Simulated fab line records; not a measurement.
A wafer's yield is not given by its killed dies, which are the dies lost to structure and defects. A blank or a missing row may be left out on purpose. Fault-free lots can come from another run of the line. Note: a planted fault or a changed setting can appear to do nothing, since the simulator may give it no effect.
Chamber matching + flow n5Finfet + N5_HKMG_FIN_ALD_74 on aldHk-03: 4 sister chambers
The step deposits La2O3, target thk 0.5 nm, pulse time 6 s, co reactant pulse time 1 s. 8 wafers are shown with their chamber, then 10 later ones without.

EACH WAFER AND ITS CHAMBER
| wafer  | chamber | heaterPowerW (W) | precursorPulseHeightRel |
|--------|---------|------------------|-------------------------|
| L084.2 | 0       | 355              | 1.013                   |
| L086.2 | 0       | 346              | 1.002                   |
| L086.3 | 1       | 334              | 0.962                   |
| L086.4 | 3       | 398              | 1.003                   |
| L086.5 | 1       | 332              | 0.994                   |
| L086.6 | 2       | 352              | 0.969                   |
| L092.4 | 2       | 356              | 0.995                   |
| L092.5 | 3       | 391              | 0.982                   |

WAFERS WITHOUT THEIR CHAMBER
| wafer  | heaterPowerW (W) | precursorPulseHeightRel |
|--------|------------------|-------------------------|
| L092.6 | 356              | 1.010                   |
| L096.1 | 346              | 0.992                   |
| L096.3 | 340              | 0.987                   |
| L096.5 | 336              | 1.008                   |
| L097.1 | 355              | 0.990                   |
| L097.2 | 355              | 1.010                   |
| L097.3 | 342              | 1.005                   |
| L097.4 | 391              | 1.001                   |
| L097.5 | 401              | 0.974                   |
| L097.6 | 360              | 1.003                   |

THE CHAMBER EACH PASSED THROUGH
| wafer  | from the rows above          | in truth |
|--------|------------------------------|----------|
| L092.6 | can't be placed: 0 or 2      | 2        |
| L096.1 | can't be placed: 0 or 2 or 1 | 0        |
| L096.3 | can't be placed: 1 or 0 or 2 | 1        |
| L096.5 | can't be placed: 1 or 0      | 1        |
| L097.1 | can't be placed: 2 or 0      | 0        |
| L097.2 | can't be placed: 0 or 2      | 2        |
| L097.3 | can't be placed: 0 or 1 or 2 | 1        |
| L097.4 | 3                            | 3        |
| L097.5 | 3                            | 3        |
| L097.6 | can't be placed: 2 or 0      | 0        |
2 of 10 placed correctly. Cannot be placed on the basis of these rows: 8; the candidates contain the true chamber in 8. Number placed wrongly: 0.
How it was worked out, from the rows above alone: a wafer's distance from a chamber is the root of the sum, over the readings, of the square of ((its reading less the chamber's mean) divided by the reading's scatter). The wafer belongs to the nearest chamber; if the next one is less than 2 further off, it can't be placed. Each chamber's mean is taken over the wafers shown for it. How the scatter is found: for the shown wafers, subtract from each reading the mean of its chamber, square and add these, divide the total by (wafers less chambers), then take the root.
